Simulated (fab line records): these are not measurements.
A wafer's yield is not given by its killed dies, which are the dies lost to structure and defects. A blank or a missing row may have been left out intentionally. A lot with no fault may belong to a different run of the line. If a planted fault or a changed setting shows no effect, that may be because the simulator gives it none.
Matching of chambers + flow n5Finfet + N5_BEOL_M0_SAQP_ETCH_84 on rieDiel-01: 4 sister chambers
The step etches SOC in N2/H2, target depth 100 nm, overetch 20 nm, time 150 s. 8 wafers are shown with their chamber, then 7 later ones without.

== WAFERS PAIRED WITH THEIR CHAMBERS ==
| wafer  | chamber | drypumpMotorCurrentA (A) | showerheadPlenumPTorr (Torr) |
|--------|---------|--------------------------|------------------------------|
| L074.6 | 3       | 5.4                      | 2.49                         |
| L083.5 | 0       | 6.5                      | 2.57                         |
| L083.6 | 1       | 5.7                      | 2.70                         |
| L087.1 | 3       | 5.4                      | 2.48                         |
| L087.2 | 1       | 5.8                      | 2.70                         |
| L087.3 | 2       | 5.7                      | 2.61                         |
| L091.2 | 2       | 5.7                      | 2.60                         |
| L091.4 | 0       | 6.5                      | 2.55                         |

== WAFERS WITH NO CHAMBER GIVEN ==
| wafer  | drypumpMotorCurrentA (A) | showerheadPlenumPTorr (Torr) |
|--------|--------------------------|------------------------------|
| L091.6 | 5.7                      | 2.60                         |
| L095.2 | 5.7                      | 2.60                         |
| L095.3 | 5.8                      | 2.69                         |
| L095.4 | 5.4                      | 2.48                         |
| L092.4 | 5.3                      | 2.48                         |
| L092.5 | 5.3                      | 2.48                         |
| L092.6 | 6.5                      | 2.55                         |

== EACH ONE'S CHAMBER ==
| wafer  | from the rows above | in truth |
|--------|---------------------|----------|
| L091.6 | 2                   | 2        |
| L095.2 | 2                   | 2        |
| L095.3 | 1                   | 1        |
| L095.4 | 3                   | 3        |
| L092.4 | 3                   | 3        |
| L092.5 | 3                   | 3        |
| L092.6 | 0                   | 0        |
Placed correctly: 7 of 7. Left unplaced by these rows: 0. Placed wrongly: 0.
How it was worked out, from the rows above alone: a wafer's distance from a chamber is the root of the sum, over the readings, of the square of ((its reading less the chamber's mean) divided by the reading's scatter). If the next closest chamber is less than 2 further off than the closest, the wafer can't be placed; otherwise it belongs to the closest. The mean given for a chamber averages the wafers shown for that chamber. The scatter: take each reading less its chamber's mean, square it, sum over the shown wafers, divide by the number of wafers less the number of chambers, and take the root.
